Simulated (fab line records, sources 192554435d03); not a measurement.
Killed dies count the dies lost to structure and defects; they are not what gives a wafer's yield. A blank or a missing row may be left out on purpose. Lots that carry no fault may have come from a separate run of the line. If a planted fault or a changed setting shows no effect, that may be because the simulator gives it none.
Matching of chambers | flow n5Finfet | N5_BEOL_M5_DESCUM_16 on rieDiel-03 has 4 sister chambers
The step chemistry O2, time 7 s. 4 wafers are shown with their chamber, then 11 later ones without.

== WAFERS PAIRED WITH THEIR CHAMBERS ==
wafer  | chamber | drypumpMotorCurrentA (A)
L084.5 | 2       | 5.0
L086.4 | 3       | 5.7
L086.5 | 1       | 6.3
L087.1 | 0       | 6.1

== WAFERS MISSING THEIR CHAMBER ==
wafer  | drypumpMotorCurrentA (A)
L087.4 | 6.1
L087.5 | 5.0
L090.2 | 6.0
L090.4 | 6.0
L090.5 | 6.3
L093.1 | 6.3
L093.2 | 6.0
L093.6 | 6.0
L094.1 | 5.0
L094.4 | 6.1
L094.5 | 5.0

== EACH ONE'S CHAMBER ==
wafer  | from the rows above | in truth
L087.4 | 0                   | 0
L087.5 | 2                   | 2
L090.2 | 0                   | 0
L090.4 | 0                   | 0
L090.5 | 1                   | 1
L093.1 | 1                   | 1
L093.2 | 0                   | 0
L093.6 | 0                   | 0
L094.1 | 2                   | 2
L094.4 | 0                   | 0
L094.5 | 2                   | 2
Correct placement for 11 of the 11. Can't be placed from these rows: 0. Wrongly placed: 0.
How it was worked out, from the rows above alone: a wafer's distance from a chamber is the root of the sum, over the readings, of the square of ((its reading less the chamber's mean) divided by the reading's scatter). If the next closest chamber is less than 2 further off than the closest, the wafer can't be placed; otherwise it belongs to the closest. For every chamber, the mean is computed from those of its wafers that are shown. The scatter (one wafer shown for each chamber): square how far every hidden wafer sits from the nearest shown wafer, average those squares and take the square root.
